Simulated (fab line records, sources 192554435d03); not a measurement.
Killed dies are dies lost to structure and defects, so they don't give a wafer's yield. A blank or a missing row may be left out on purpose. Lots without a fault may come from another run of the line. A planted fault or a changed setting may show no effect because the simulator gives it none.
Chamber matching | flow n5_finfet | N5_BEOL_M3_ALD_84 on ald_metal-02: 4 sister chambers
The step deposits TaN, pulse time 2 s, purge time 3 s, co reactant purge time 2 s. 4 wafers are shown with their chamber, then 12 later ones without.

WAFERS WITH THEIR CHAMBER
wafer  | chamber | heater_power_w (W)
L083.6 | 1       | 425
L087.5 | 0       | 374
L085.4 | 3       | 401
L085.5 | 2       | 421

WAFERS WITHOUT THEIR CHAMBER
wafer  | heater_power_w (W)
L089.1 | 432
L089.3 | 372
L089.4 | 412
L095.4 | 422
L095.5 | 411
L095.6 | 382
L096.2 | 373
L096.3 | 421
L096.5 | 432
L097.1 | 398
L097.4 | 435
L097.5 | 422

WHICH CHAMBER EACH WENT THROUGH
wafer  | from the rows above          | in truth
L089.1 | can't be placed: 1 or 2      | 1
L089.3 | 0                            | 0
L089.4 | can't be placed: 2 or 3 or 1 | 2
L095.4 | can't be placed: 2 or 1      | 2
L095.5 | can't be placed: 2 or 3 or 1 | 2
L095.6 | can't be placed: 0 or 3      | 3
L096.2 | 0                            | 0
L096.3 | can't be placed: 2 or 1      | 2
L096.5 | can't be placed: 1 or 2      | 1
L097.1 | 3                            | 3
L097.4 | can't be placed: 1 or 2      | 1
L097.5 | can't be placed: 2 or 1      | 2
Placed correctly: 3 of 12. Can't be placed from these rows: 9 (the true chamber is among the candidates in 9). Placed wrongly: 0.
How it was worked out, from the rows above alone: a wafer's distance from a chamber is the root of the sum, over the readings, of the square of ((its reading less the chamber's mean) divided by the reading's scatter). The wafer belongs to the nearest chamber; if the next one is less than 2 further off, it can't be placed. A chamber's mean is the mean of its shown wafers. The scatter: with one shown wafer a chamber, the root of the mean of the squares of how far each hidden wafer lies from its nearest shown one.
